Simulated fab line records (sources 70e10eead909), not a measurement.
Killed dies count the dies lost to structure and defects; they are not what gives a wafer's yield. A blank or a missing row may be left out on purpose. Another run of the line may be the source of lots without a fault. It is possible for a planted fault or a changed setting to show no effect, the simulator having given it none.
The tool behind it: which one? || flow nand_harc || 7 lots with 21 wafers sampled at 2 steps, on a route of 1302 steps

== WHAT EACH GAUGE READ, for each wafer ==
NHARC_HYBRID_BOND_INSPECT_06: inspects for defects (ir void).
{"lot": "L497", "measured": "day 24 07:07", "on": "defect_inspect-01", "raw_defect_count": "114 130 122"}
{"lot": "L500", "measured": "day 25 17:34", "on": "defect_inspect-01", "raw_defect_count": "80 98 90"}
{"lot": "L502", "measured": "day 26 17:23", "on": "defect_inspect-01", "raw_defect_count": "78 82 67"}
{"lot": "L504", "measured": "day 27 05:52", "on": "defect_inspect-01", "raw_defect_count": "26 34 48"}
{"lot": "L506", "measured": "day 28 00:33", "on": "defect_inspect-02", "raw_defect_count": "9 20 20"}
{"lot": "L517", "measured": "day 32 17:32", "on": "defect_inspect-01", "raw_defect_count": "80 102 88"}
{"lot": "L519", "measured": "day 33 00:46", "on": "defect_inspect-02", "raw_defect_count": "94 61 84"}

== EACH LOT AND THE TOOL THAT RAN IT (in order: tool; ch and the chambers of the sampled wafers; start) ==
{"lot": "L497", "NHARC_A_BONDPAD_PVD_27": "pvd_sputter-02, day 24 07:07 or earlier"}
{"lot": "L500", "NHARC_A_BONDPAD_PVD_27": "pvd_sputter-01, day 25 17:34 or earlier"}
{"lot": "L502", "NHARC_A_BONDPAD_PVD_27": "pvd_sputter-03, day 26 17:23 or earlier"}
{"lot": "L504", "NHARC_A_BONDPAD_PVD_27": "pvd_sputter-02, day 27 05:52 or earlier"}
{"lot": "L506", "NHARC_A_BONDPAD_PVD_27": "pvd_sputter-01, day 28 00:33 or earlier"}
{"lot": "L517", "NHARC_A_BONDPAD_PVD_27": "pvd_sputter-01, day 32 17:32 or earlier"}
{"lot": "L519", "NHARC_A_BONDPAD_PVD_27": "pvd_sputter-02, day 33 00:46 or earlier"}
- NHARC_A_BONDPAD_PVD_27: deposits Cu, target thk 30 nm, time 20.49 s.

== THE ANSWER, worked out from the rows above alone ==
Rule: usual is defined by the lots themselves. The widest of any qualifying gaps counts: lots, ordered by their means at a reading, are off when they make up no more than a third of the lots, leave a main group of 4 or more, and stand apart from it by 3 or more times the standard deviation of that group's means. Not used: any main group whose means are identical at the precision the tables above print for the reading. Also off: a lot with no number at a reading for which 4 or more lots have one. Where the step has rows for the other lots, those lots are counted as sound.
Nothing can be told from this: no lot is off at any reading shown.

== WHAT HAD BEEN PUT IN BY THE SIMULATOR ==
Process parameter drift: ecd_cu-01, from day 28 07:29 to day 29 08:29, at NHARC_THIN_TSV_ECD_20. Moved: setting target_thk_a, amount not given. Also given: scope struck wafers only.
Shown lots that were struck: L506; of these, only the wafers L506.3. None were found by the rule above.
